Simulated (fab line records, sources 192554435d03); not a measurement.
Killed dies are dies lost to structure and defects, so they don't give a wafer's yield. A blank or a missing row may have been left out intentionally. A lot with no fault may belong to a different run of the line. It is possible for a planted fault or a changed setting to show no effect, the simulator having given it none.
fab line records | flow n5_finfet
record: lots: 6 | wafers: 16 | last_day: 20
route steps=1938 shown STI_FIN_REVEAL@202 DUMMY_GATE@212 BEOL_M4@1111 PASSIVATION@1936
lots with no fault: from the same line, run without faults
start_h: start of the lot's first displayed wafer, in hours after the record's first day | wait_h: hours since the lot's step before | " unchanged from the row above | L1.1+2: a single row standing in for several wafers | - no value, or no start was given | * or withheld: withheld | < > ~ a bound
route shown NAME@n: names a module that has steps shown in the file, with the first one's number in the route | usual: average and standard deviation across the fault-free wafers | same: alike in all rows | chamber/n: place in a boat | sites: per-site readings | _std_site: the values' standard deviation | _edge_site: the outer-site mean with the inner-site mean subtracted | radius_mm: for every site, how far away it sits from the centre of the wafer | mask NAME#n: copy n | behind: tool/chamber where the wafer was last shaped | hold: what put the lot on hold/how long, in hours/how the hold closed | device: which transistor (n, p or np) failed to switch | end of line: tests run on the same wafers once the route is complete | where a step has no rows: the recipe by itself | killed: dies that structure and defects cost at the first sort, which is not the same as the wafer's yield | map: a wafer's dies, x killed, . not, _ none there
set.NAME: setting as actually run; set.NAME@STEP: the setting as run at that earlier step | model.NAME: the simulator's own value behind a step, which no gauge read
certain route steps with their lots: each step a table, each wafer a row
services: a tool's chamber out of use, with start hour (start_h, from the record's first day; less than 0 if before it), hours out, and reason
== steps ==
step: N5_STI_FIN_REVEAL_STRIP_35
recipe: chemistry: H3PO4 | material: Si3N4 | temp_c: 165 | target_depth_a: 40 | time_s: 39
step: N5_STI_FIN_REVEAL_SRD_21
recipe: dry: ipa_marangoni | time_s: 30 | temp_c: 23 | rinse_liquid: diw
step: N5_STI_FIN_REVEAL_OXIDATION_33
recipe: chemistry: O2_PLASMA_REMOTE | temp_c: 150 | time_s: 20 | pressure_mtorr: 1000 | source_power_w: 2000 | o2_flow_sccm: 3000
usual: drypump_motor_current_A: 5.9/0.37 | heater_power_w: 138/20
lot.wafer | tool            | chamber | start_h | wait_h | drypump_motor_current_A | heater_power_w | rf_hours_counter_h
L554.2    | plasma_asher-02 | 0       | 67.00   | 0.0    | 6.1                     | 166            | 34
L554.3    | "               | 0       | "       | "      | 6.2                     | 163            | -
L554.6    | "               | 1       | "       | "      | 6.5                     | 127            | -
L555.2    | plasma_asher-02 | 0       | 75.37   | 0.0    | 6.1                     | 162            | 37
L555.3    | "               | 1       | "       | "      | 6.5                     | 123            | -
L555.4    | "               | 0       | "       | "      | 6.2                     | 169            | -
L563.2    | plasma_asher-02 | 1       | 127.75  | 0.0    | 6.5                     | 125            | 52
L563.3    | "               | 1       | "       | "      | 6.5                     | 125            | -
L566.3    | plasma_asher-02 | 1       | 141.60  | 0.0    | 6.5                     | 123            | -
L566.6    | "               | 1       | "       | "      | 6.5                     | 127            | -
L567.1    | plasma_asher-02 | 0       | 147.55  | 0.0    | 6.1                     | 167            | 55
L567.3    | "               | 0       | "       | "      | 6.1                     | 165            | -
L567.5    | "               | 0       | "       | "      | 6.1                     | 157            | -
L572.3    | plasma_asher-01 | 1       | 175.89  | 0.0    | 5.5                     | 152            | -
L572.4    | "               | 0       | "       | "      | 5.7                     | 114            | -
L572.5    | "               | 1       | "       | "      | 5.5                     | 153            | -
step: N5_STI_FIN_REVEAL_CLEAN_19
recipe: chemistry: O3/DIW | temp_c: 25 | time_s: 120 | o3_ppm: 10
step: N5_STI_FIN_REVEAL_SRD_23
recipe: dry: ipa_marangoni | time_s: 30 | temp_c: 23 | rinse_liquid: diw
step: N5_STI_FIN_REVEAL_CD_MEAS_22
recipe: target_cd_nm: 6.238 | pitch_nm: 28 | polarity: line
usual: cd_nm: 6.21/0.23
lot.wafer | tool      | chamber | start_h | wait_h | cd_nm
L554.2    | cd_sem-02 | -       | 67.17   | 0.0    | 6.30
L554.3    | "         | -       | "       | "      | 6.07
L554.6    | "         | -       | "       | "      | 6.40
L555.2    | cd_sem-03 | -       | 75.53   | 0.0    | 6.16
L555.3    | "         | -       | "       | "      | 6.50
L555.4    | "         | -       | "       | "      | 5.73
L563.2    | cd_sem-03 | -       | 127.92  | 0.0    | 6.39
L563.3    | "         | -       | "       | "      | 6.24
L566.3    | cd_sem-01 | -       | 141.74  | 0.0    | 6.36
L566.6    | "         | -       | "       | "      | 6.45
L567.1    | cd_sem-03 | -       | 147.71  | 0.0    | 6.46
L567.3    | "         | -       | "       | "      | 6.35
L567.5    | "         | -       | "       | "      | 5.82
L572.3    | cd_sem-01 | -       | 176.03  | 0.0    | 6.26
L572.4    | "         | -       | "       | "      | 5.64
L572.5    | "         | -       | "       | "      | 6.23
step: N5_STI_FIN_REVEAL_FIN_H_MEAS_10
usual: trench_depth_nm: 51.8/0.64
lot.wafer | tool   | chamber | start_h | wait_h | trench_depth_nm
L554.2    | ocd-02 | -       | 67.20   | 0.0    | 51.9
L554.3    | "      | -       | "       | "      | 51.6
L554.6    | "      | -       | "       | "      | 51.7
L555.2    | ocd-01 | -       | 75.57   | 0.0    | 52.2
L555.3    | "      | -       | "       | "      | 52.4
L555.4    | "      | -       | "       | "      | 52.6
L563.2    | ocd-02 | -       | 127.95  | 0.0    | 52.3
L563.3    | "      | -       | "       | "      | 50.6
L566.3    | ocd-01 | -       | 141.77  | 0.0    | 51.5
L566.6    | "      | -       | "       | "      | 51.6
L567.1    | ocd-02 | -       | 147.74  | 0.0    | 52.1
L567.3    | "      | -       | "       | "      | 52.1
L567.5    | "      | -       | "       | "      | 52.9
L572.3    | ocd-01 | -       | 176.06  | 0.0    | 52.2
L572.4    | "      | -       | "       | "      | 51.7
L572.5    | "      | -       | "       | "      | 51.8
step: N5_STI_FIN_REVEAL_PRECLEAN_18
recipe: chemistry: SC2 | time_s: 45 | temp_c: 35 | mix: 1:1:50
step: N5_STI_FIN_REVEAL_SRD_28
recipe: dry: ipa_marangoni | time_s: 30 | temp_c: 23 | rinse_liquid: diw
step: N5_STI_FIN_REVEAL_INSPECT_13
recipe: inspect_instrument: darkfield | mode: post_clean
usual: raw_defect_count: 14/5.5
lot.wafer | tool              | chamber | start_h | wait_h | raw_defect_count
L554.2    | defect_inspect-01 | -       | 67.29   | 0.0    | 14
L554.3    | "                 | -       | "       | "      | 13
L554.6    | "                 | -       | "       | "      | 10
L555.2    | defect_inspect-01 | -       | 75.66   | 0.0    | 19
L555.3    | "                 | -       | "       | "      | 20
L555.4    | "                 | -       | "       | "      | 9
L563.2    | defect_inspect-01 | -       | 128.03  | 0.0    | 9
L563.3    | "                 | -       | "       | "      | 9
L566.3    | defect_inspect-01 | -       | 141.86  | 0.0    | 15
L566.6    | "                 | -       | "       | "      | 21
L567.1    | defect_inspect-02 | -       | 147.83  | 0.0    | 19
L567.3    | "                 | -       | "       | "      | 20
L567.5    | "                 | -       | "       | "      | 30
L572.3    | defect_inspect-02 | -       | 176.15  | 0.0    | 11
L572.4    | "                 | -       | "       | "      | 15
L572.5    | "                 | -       | "       | "      | 12
step: N5_DUMMY_GATE_PRECLEAN_00
recipe: chemistry: O3/DIW | time_s: 60 | temp_c: 22 | o3_ppm: 10
step: N5_DUMMY_GATE_SRD_01
recipe: time_s: 30 | temp_c: 23 | rinse_liquid: diw | dry: ipa_marangoni
step: N5_DUMMY_GATE_ALD_02
recipe: material: SiO2 | target_thk_a: 20 | temp_c: 300 | ald_precursor_family: BDEAS | ald_co_reactant: O2-plasma | pulse_time_s: 1 | pressure_torr: 2
usual: heater_power_outer_w: 268/31 | heater_power_w: 475/46 | precursor_pulse_height_rel: 1.000/0.022
lot.wafer | tool       | chamber | start_h | wait_h | heater_power_outer_w | heater_power_w | precursor_pulse_height_rel | model.SiO2_of_DUMMY_GATE_ALD_02.thk_nm
L554.2    | ald_sin-02 | 0       | 67.38   | 0.0    | 290                  | 530            | 1.001                      | 2
L554.3    | "          | 2       | "       | "      | 247                  | 442            | 0.979                      | 2
L554.6    | "          | 2       | "       | "      | 251                  | 445            | 1.010                      | 2
L555.2    | ald_sin-04 | 1       | 76.81   | 1.1    | 234                  | 440            | 1.006                      | 2
L555.3    | "          | 0       | "       | "      | 295                  | 513            | 0.983                      | 2
L555.4    | "          | 1       | "       | "      | 234                  | 438            | 1.013                      | 2
L563.2    | ald_sin-04 | 1       | 128.13  | 0.0    | 232                  | 432            | 1.041                      | 1.6
L563.3    | "          | 0       | "       | "      | 294                  | 499            | 0.988                      | 2
L566.3    | ald_sin-04 | 2       | 141.95  | 0.0    | 250                  | 415            | 1.023                      | 2
L566.6    | "          | 1       | "       | "      | 230                  | 440            | 1.027                      | 1.6
L567.1    | ald_sin-01 | 2       | 147.93  | 0.0    | 260                  | 511            | 0.974                      | 2
L567.3    | "          | 3       | "       | "      | 233                  | 423            | 0.984                      | 2
L567.5    | "          | 2       | "       | "      | 255                  | 500            | 1.032                      | 2
L572.3    | ald_sin-01 | 1       | 176.24  | 0.0    | 269                  | 465            | 0.988                      | 2
L572.4    | "          | 0       | "       | "      | 326                  | 561            | 0.976                      | 2
L572.5    | "          | 3       | "       | "      | 234                  | 426            | 0.967                      | 2
step: N5_DUMMY_GATE_CVD_03
recipe: material: a-Si | target_thk_a: 1500 | temp_c: 530 | precursor: SiH4 | time_s: 8042
step: N5_BEOL_M4_RC_MEAS_101
usual: DIBL_N: 35.9/1.2 | DIBL_P: 35.9/1.4 | IOFF_N: 0.149/0.02 | IOFF_P: 0.205/0.022 | ION_N: 671/8.8 | ION_P: 461/5.9 | SS_N: 71.4/0.51 | SS_P: 73.2/0.56 | VT_N: 250.6/2.5 | VT_P: -250.1/2.3
lot.wafer | tool      | chamber | start_h | wait_h | DIBL_N[mV/V] | DIBL_P[mV/V] | IOFF_N[nA/um] | IOFF_P[nA/um] | ION_N[uA/um] | ION_P[uA/um] | SS_N[mV/dec] | SS_P[mV/dec] | VT_N[mV] | VT_P[mV]
L554.2    | prober-02 | 0       | 246.44  | 0.2    | 37.1         | 37.0         | 0.157         | 0.227         | 676          | 465          | 71.5         | 73.3         | 249.2    | -246.5
L554.3    | "         | 0       | "       | "      | 36.7         | 36.7         | 0.151         | 0.215         | 661          | 458          | 71.2         | 73.2         | 250.5    | -248.7
L554.6    | "         | 0       | "       | "      | 36.3         | 36.4         | 0.144         | 0.215         | 672          | 464          | 70.6         | 72.5         | 252.4    | -246.3
L555.2    | prober-01 | 0       | 246.68  | 0.2    | 35.6         | 35.4         | 0.123         | 0.176         | 658          | 451          | 71.7         | 73.0         | 257.4    | -252.5
L555.3    | "         | 0       | "       | "      | 35.5         | 36.0         | 0.132         | 0.181         | 663          | 455          | 71.9         | 72.9         | 252.6    | -252.0
L555.4    | "         | 0       | "       | "      | 34.4         | 34.3         | 0.110         | 0.163         | 658          | 458          | 71.6         | 72.2         | 255.9    | -254.9
L563.2    | prober-02 | 0       | 289.87  | 0.2    | 34.1         | 36.3         | 0.150         | 0.230         | 674          | 471          | 70.7         | 73.7         | 249.5    | -248.0
L563.3    | "         | 0       | "       | "      | 33.3         | 35.0         | 0.136         | 0.206         | 667          | 458          | 71.2         | 72.8         | 251.2    | -248.4
L566.3    | prober-01 | 0       | 297.84  | 0.3    | 38.3         | 39.6         | 0.190         | 0.227         | 677          | 459          | 71.6         | 73.8         | 249.8    | -249.7
L566.6    | "         | 0       | "       | "      | 37.1         | 38.1         | 0.167         | 0.211         | 686          | 461          | 71.9         | 74.2         | 247.8    | -248.8
L567.1    | prober-02 | 0       | 322.35  | 0.0    | 37.1         | 36.8         | 0.147         | 0.197         | 671          | 460          | 71.9         | 73.4         | 252.4    | -251.4
L567.3    | "         | 0       | "       | "      | 36.9         | 36.5         | 0.146         | 0.199         | 669          | 455          | 72.0         | 73.2         | 252.0    | -251.3
L567.5    | "         | 0       | "       | "      | 35.5         | 35.2         | 0.125         | 0.177         | 668          | 456          | 70.9         | 72.8         | 255.0    | -251.4
L572.3    | prober-02 | 0       | 360.97  | 0.3    | 35.1         | 33.7         | 0.132         | 0.213         | 670          | 469          | 69.9         | 73.1         | 251.8    | -249.2
L572.4    | "         | 0       | "       | "      | 36.7         | 34.9         | 0.156         | 0.219         | 671          | 465          | 71.5         | 73.6         | 250.8    | -249.6
L572.5    | "         | 0       | "       | "      | 36.8         | 35.1         | 0.156         | 0.229         | 674          | 469          | 71.0         | 73.7         | 250.4    | -248.8
step: N5_PASSIVATION_PROBE_49
usual: defect_limited_yield: 91.1/1.4 | killed_at_M0_to_M3: 34/10 | killed_at_M4_up: 14/5.5 | killed_at_contacts: 12/5.1 | killed_at_front_end: 41/12 | killed_at_other: 4/3.1 | killed_dies: 105/17 | killed_open: 70/13 | killed_short: 33/7.6 | sort_bin_5_function: 5.3/0.98 | sort_bin_6_memory: 3.3/0.67 | sort_n_pass: 1075/17 | sort_yield_pct: 91.1/1.4
same: gross_dies: 1180 | killed_at_back_side: 0 | sort_bin_4_leakage[%]: 0 | sort_bin_8_speed[%]: 0
lot.wafer | tool      | chamber | start_h | wait_h | defect_limited_yield[%] | killed_at_M0_to_M3 | killed_at_M4_up | killed_at_contacts | killed_at_front_end | killed_at_other | killed_dies | killed_open | killed_short | sort_bin_5_function[%] | sort_bin_6_memory[%] | sort_n_pass | sort_yield_pct[%]
L555.2    | prober-01 | -       | 348.94  | 0.1    | 91.6                    | 23                 | 11              | 6                  | 56                  | 3               | 99          | 76          | 22           | 5.3                    | 3.1                  | 1081        | 91.6
L555.3    | prober-01 | -       | 348.99  | 0.1    | 92.3                    | 23                 | 11              | 12                 | 34                  | 11              | 91          | 59          | 28           | 3.9                    | 3.5                  | 1089        | 92.3
L555.4    | prober-01 | -       | 349.04  | 0.2    | 92.5                    | 21                 | 16              | 10                 | 39                  | 3               | 89          | 61          | 23           | 4.6                    | 2.6                  | 1091        | 92.5
L554.2    | prober-02 | -       | 350.91  | 0.1    | 92.4                    | 29                 | 17              | 13                 | 22                  | 9               | 90          | 61          | 28           | 4.7                    | 2.6                  | 1090        | 92.4
L554.3    | prober-02 | -       | 350.96  | 0.1    | 93.0                    | 27                 | 8               | 5                  | 34                  | 9               | 83          | 65          | 17           | 4.3                    | 2.5                  | 1097        | 93.0
L554.6    | prober-02 | -       | 351.11  | 0.3    | 88.9                    | 54                 | 23              | 8                  | 37                  | 9               | 131         | 98          | 32           | 7.1                    | 3.8                  | 1049        | 88.9
killed by level:class
L555.2 STI_FIN_REVEAL:geometric_particle:open=24 DUMMY_GATE:geometric_particle:open=7 BEOL_M2:geometric_particle:open=6 MOL_CONTACT_COAG:geometric_particle:open=5 STI_FIN_REVEAL:geometric_particle:short=4 GATE_CUT:geometric_particle:short=4 BEOL_M3:geometric_particle:open=4 BEOL_M4:geometric_particle:open=4
L555.3 STI_FIN_REVEAL:geometric_particle:open=15 MOL_CONTACT_COAG:geometric_particle:open=9 FIN_SAQP:geometric_particle:short=5 BEOL_M1:geometric_particle:short=5 BEOL_M3:geometric_particle:open=5 BEOL_M4:geometric_particle:open=4 PASS1_CAP:geometric_particle:open=3 ILD0:geometric_particle:open=3
L555.4 STI_FIN_REVEAL:geometric_particle:open=16 MOL_CONTACT_COAG:geometric_particle:open=9 BEOL_M3:geometric_particle:open=7 FIN_SAQP:geometric_particle:short=4 ILD0:geometric_particle:short=4 BEOL_M0_SAQP:geometric_particle:open=4 BEOL_M0:geometric_particle:open=4 BEOL_M14:coat_microbubble_printed=4
L554.2 MOL_CONTACT_COAG:geometric_particle:open=11 BEOL_M4:geometric_particle:open=8 STI_FIN_REVEAL:geometric_particle:open=6 BEOL_M0_SAQP:geometric_particle:short=5 DUMMY_GATE:geometric_particle:open=4 BEOL_M0_SAQP:geometric_particle:open=4 BEOL_M1:geometric_particle:open=4 BEOL_M2:geometric_particle:open=4
L554.3 BEOL_M0_SAQP:geometric_particle:open=11 STI_FIN_REVEAL:geometric_particle:open=10 FIN_SAQP:geometric_particle:open=6 BEOL_M3:geometric_particle:open=6 BEOL_M2:geometric_particle:open=5 FIN_SAQP:geometric_particle:short=4 MOL_CONTACT_COAG:geometric_particle:open=4 DUMMY_GATE:geometric_particle:open=3
L554.6 STI_FIN_REVEAL:geometric_particle:open=17 BEOL_M4:geometric_particle:open=13 BEOL_M2:geometric_particle:open=12 BEOL_M0_SAQP:geometric_particle:open=11 BEOL_M1:geometric_particle:open=9 BEOL_M3:geometric_particle:open=9 FIN_SAQP:geometric_particle:open=5 BEOL_M0_SAQP:geometric_particle:short=5
== services ==
tool            | chamber | start_h | hours | kind
ald_sin-04      | -       | 64.18   | 1.5   | repair
plasma_asher-01 | -       | 68.81   | 28.1  | pm
ald_sin-01      | 2       | 77.32   | 17.9  | repair
plasma_asher-01 | -       | 124.96  | 2.9   | repair
ald_sin-04      | -       | 136.70  | 1.3   | repair
ald_sin-02      | 3       | 140.63  | 5.9   | repair
ald_sin-01      | 2       | 156.01  | 1.6   | repair
ald_sin-04      | -       | 174.53  | 2.8   | pm
== key ==
first_sign none at tools or gauges
model_effect: step: N5_DUMMY_GATE_ALD_02 | value: SiO2_of_DUMMY_GATE_ALD_02.thk_nm | without: 2 | struck: 1.6
met_at N5_DUMMY_GATE_ALD_02
struck_wafers L563.2,L566.6
onset_between 76.81 128.13
fault: kind: process_parameter_drift | tool: ald_sin-04 | chamber: - | onset_h: 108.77 | steps: N5_DUMMY_GATE_ALD_02 | channel: target_thk_a | offset: * | shape: step | end_h: 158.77 | scope: struck_wafers_only | acts_in: * | stated: *
